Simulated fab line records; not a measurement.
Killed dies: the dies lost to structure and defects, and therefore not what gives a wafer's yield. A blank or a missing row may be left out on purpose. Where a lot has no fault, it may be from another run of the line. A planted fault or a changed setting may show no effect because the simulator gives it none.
Lot-split experiment / flow n5_finfet / 21 wafers read from 7 lots, route of 1938 steps

== THE SPLIT ==
At N5_PASSIVATION_PECVD_53 (deposits SiO2 from TEOS/O2, target thk 800 nm, time 169.4 s), the setting time_s was moved away from the recipe's 169.4 s on 8 of the 21 wafers read, by -12.5% to +8.6%. All remaining wafers had this setting at the recipe value.

Reading taken at the split's own step.

== THE READING ==
SiO2_of_PASSIVATION_PECVD_53.thk_nm (the simulator's own value, which no gauge read), in nm, at N5_PASSIVATION_PECVD_53 (deposits SiO2 from TEOS/O2, target thk 800 nm, time 169.4 s). The file does not state a usual value for it. Average 793.2 nm, standard deviation 11 nm, over the 13 wafers here run with the recipe.

wafer=L075.2; tool, chamber at the split=pecvd-01, 1; time_s as run, s=162.7; against the recipe=-4.0%; SiO2_of_PASSIVATION_PECVD_53.thk_nm, nm=746.4; against lot-mates on the recipe=-45.4
wafer=L075.4; tool, chamber at the split=pecvd-01, 0; time_s as run, s=162.7; against the recipe=-4.0%; SiO2_of_PASSIVATION_PECVD_53.thk_nm, nm=743; against lot-mates on the recipe=-48.8
wafer=L075.5; tool, chamber at the split=pecvd-01, 1; time_s as run, s=169.4; against the recipe=recipe; SiO2_of_PASSIVATION_PECVD_53.thk_nm, nm=791.8; against lot-mates on the recipe=-
wafer=L077.1; tool, chamber at the split=pecvd-02, 2; time_s as run, s=169.4; against the recipe=recipe; SiO2_of_PASSIVATION_PECVD_53.thk_nm, nm=780.8; against lot-mates on the recipe=-
wafer=L077.3; tool, chamber at the split=pecvd-02, 0; time_s as run, s=169.4; against the recipe=recipe; SiO2_of_PASSIVATION_PECVD_53.thk_nm, nm=791.4; against lot-mates on the recipe=-
wafer=L077.5; tool, chamber at the split=pecvd-02, 2; time_s as run, s=184; against the recipe=+8.6%; SiO2_of_PASSIVATION_PECVD_53.thk_nm, nm=855.6; against lot-mates on the recipe=+69.5
wafer=L080.2; tool, chamber at the split=pecvd-02, 0; time_s as run, s=179.8; against the recipe=+6.1%; SiO2_of_PASSIVATION_PECVD_53.thk_nm, nm=822.8; against lot-mates on the recipe=+12.0
wafer=L080.5; tool, chamber at the split=pecvd-02, 1; time_s as run, s=169.4; against the recipe=recipe; SiO2_of_PASSIVATION_PECVD_53.thk_nm, nm=810.8; against lot-mates on the recipe=-
wafer=L080.6; tool, chamber at the split=pecvd-02, 0; time_s as run, s=179.8; against the recipe=+6.1%; SiO2_of_PASSIVATION_PECVD_53.thk_nm, nm=843.4; against lot-mates on the recipe=+32.6
wafer=L085.2; tool, chamber at the split=pecvd-01, 1; time_s as run, s=169.4; against the recipe=recipe; SiO2_of_PASSIVATION_PECVD_53.thk_nm, nm=798.8; against lot-mates on the recipe=-
wafer=L085.3; tool, chamber at the split=pecvd-01, 0; time_s as run, s=169.4; against the recipe=recipe; SiO2_of_PASSIVATION_PECVD_53.thk_nm, nm=784.2; against lot-mates on the recipe=-
wafer=L085.4; tool, chamber at the split=pecvd-01, 2; time_s as run, s=169.4; against the recipe=recipe; SiO2_of_PASSIVATION_PECVD_53.thk_nm, nm=809.8; against lot-mates on the recipe=-
wafer=L095.3; tool, chamber at the split=pecvd-01, 2; time_s as run, s=148.2; against the recipe=-12.5%; SiO2_of_PASSIVATION_PECVD_53.thk_nm, nm=680; against lot-mates on the recipe=-112.6
wafer=L095.4; tool, chamber at the split=pecvd-01, 0; time_s as run, s=148.2; against the recipe=-12.5%; SiO2_of_PASSIVATION_PECVD_53.thk_nm, nm=692.2; against lot-mates on the recipe=-100.4
wafer=L095.6; tool, chamber at the split=pecvd-01, 1; time_s as run, s=169.4; against the recipe=recipe; SiO2_of_PASSIVATION_PECVD_53.thk_nm, nm=792.6; against lot-mates on the recipe=-
wafer=L097.3; tool, chamber at the split=pecvd-03, 2; time_s as run, s=169.4; against the recipe=recipe; SiO2_of_PASSIVATION_PECVD_53.thk_nm, nm=777.2; against lot-mates on the recipe=-
wafer=L097.4; tool, chamber at the split=pecvd-03, 2; time_s as run, s=169.4; against the recipe=recipe; SiO2_of_PASSIVATION_PECVD_53.thk_nm, nm=788; against lot-mates on the recipe=-
wafer=L097.5; tool, chamber at the split=pecvd-03, 1; time_s as run, s=169.4; against the recipe=recipe; SiO2_of_PASSIVATION_PECVD_53.thk_nm, nm=808.2; against lot-mates on the recipe=-
wafer=L096.1; tool, chamber at the split=pecvd-02, 2; time_s as run, s=169.4; against the recipe=recipe; SiO2_of_PASSIVATION_PECVD_53.thk_nm, nm=783.8; against lot-mates on the recipe=-
wafer=L096.3; tool, chamber at the split=pecvd-02, 0; time_s as run, s=179.7; against the recipe=+6.1%; SiO2_of_PASSIVATION_PECVD_53.thk_nm, nm=820.4; against lot-mates on the recipe=+31.6
wafer=L096.4; tool, chamber at the split=pecvd-02, 1; time_s as run, s=169.4; against the recipe=recipe; SiO2_of_PASSIVATION_PECVD_53.thk_nm, nm=793.8; against lot-mates on the recipe=-

THE FIT
A straight line over all 21 wafers: SiO2_of_PASSIVATION_PECVD_53.thk_nm changes by +7.96 nm for each +1% of time_s; r = +0.96; the points scatter about the line by 12 nm.
The same after taking each lot's own level away (the mean of its wafers on the recipe; 21 wafers): +7.66 nm for each +1%; r = +0.96; scatter 12 nm.
According to that fit, moving time_s by its largest amount changes the reading by 96 nm.
Measured against the standard deviation above, the lots' own levels, which go from 786.10 to 810.80 nm, span 2.3 times it.
Consequently the slope shifts little with the lot-to-lot level, the two slopes agreeing.
Check: -95.9 nm against its lot-mates is what the line predicts for one of the wafers moved furthest among these (-12.5%) when that wafer is left out of the fit. It came out at -113 nm against them.

== FURTHER SPLITS ON THESE WAFERS ==
Before the reading, these wafers also passed through other splits. Each is held against what the fit with the lots' levels taken away leaves over:
other split on the same wafers=N5_BEOL_M15_TRENCH_ETCH_34 time_s; wafers away from the commonest value=7; r with SiO2_of_PASSIVATION_PECVD_53.thk_nm (lot level and that fit taken away)=-0.25
other split on the same wafers=N5_PASSIVATION_EXPOSE_07 dose_mj; wafers away from the commonest value=8; r with SiO2_of_PASSIVATION_PECVD_53.thk_nm (lot level and that fit taken away)=-0.12

== FILE'S OWN FIT ==
SiO2_of_PASSIVATION_PECVD_53.thk_nm changes by +7.62 nm for each +1% of time_s, r = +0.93.
